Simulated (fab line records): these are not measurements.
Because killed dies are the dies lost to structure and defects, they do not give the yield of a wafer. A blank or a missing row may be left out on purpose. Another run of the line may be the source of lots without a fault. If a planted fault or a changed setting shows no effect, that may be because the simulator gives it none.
Matching of chambers	flow n5 finfet	N5_FIN_SAQP_PECVD_48 on pecvd-02 has 3 sister chambers
The step deposits SiNx from SiH4/NH3/N2, target thk 25 nm, time 22.1 s. 6 wafers are shown with their chamber, then 10 later ones without.

== WAFERS PAIRED WITH THEIR CHAMBERS ==
wafer	chamber	throttle valve pct (%)	heater power w (W)
L083.4	0	39.9	697
L085.3	2	40.0	672
L085.5	2	40.4	671
L085.6	1	41.8	926
L088.1	0	39.8	757
L088.2	1	41.6	960

== WAFERS WITHOUT THEIR CHAMBER ==
wafer	throttle valve pct (%)	heater power w (W)
L088.4	41.9	957
L089.2	39.6	658
L089.4	40.2	618
L089.5	41.6	906
L091.1	41.6	880
L091.2	39.6	787
L091.4	39.8	799
L092.3	41.7	809
L092.5	40.4	733
L092.6	39.6	791

== THE CHAMBER EACH PASSED THROUGH ==
wafer	from the rows above	in truth
L088.4	1	1
L089.2	can't be placed: 0 or 2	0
L089.4	2	2
L089.5	1	1
L091.1	1	1
L091.2	0	0
L091.4	0	0
L092.3	1	1
L092.5	can't be placed: 2 or 0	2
L092.6	0	0
Correctly placed: 8 of 10. From these rows, 2 cannot be placed; in 2 the true chamber is one of the candidates. Number placed wrongly: 0.
How it was worked out, from the rows above alone: a wafer's distance from a chamber is the root of the sum, over the readings, of the square of ((its reading less the chamber's mean) divided by the reading's scatter). If the next closest chamber is less than 2 further off than the closest, the wafer can't be placed; otherwise it belongs to the closest. The mean given for a chamber averages the wafers shown for that chamber. The scatter is the square root of a quotient: the sum, over the shown wafers, of each reading's squared deviation from its chamber's mean, divided by wafers minus chambers.
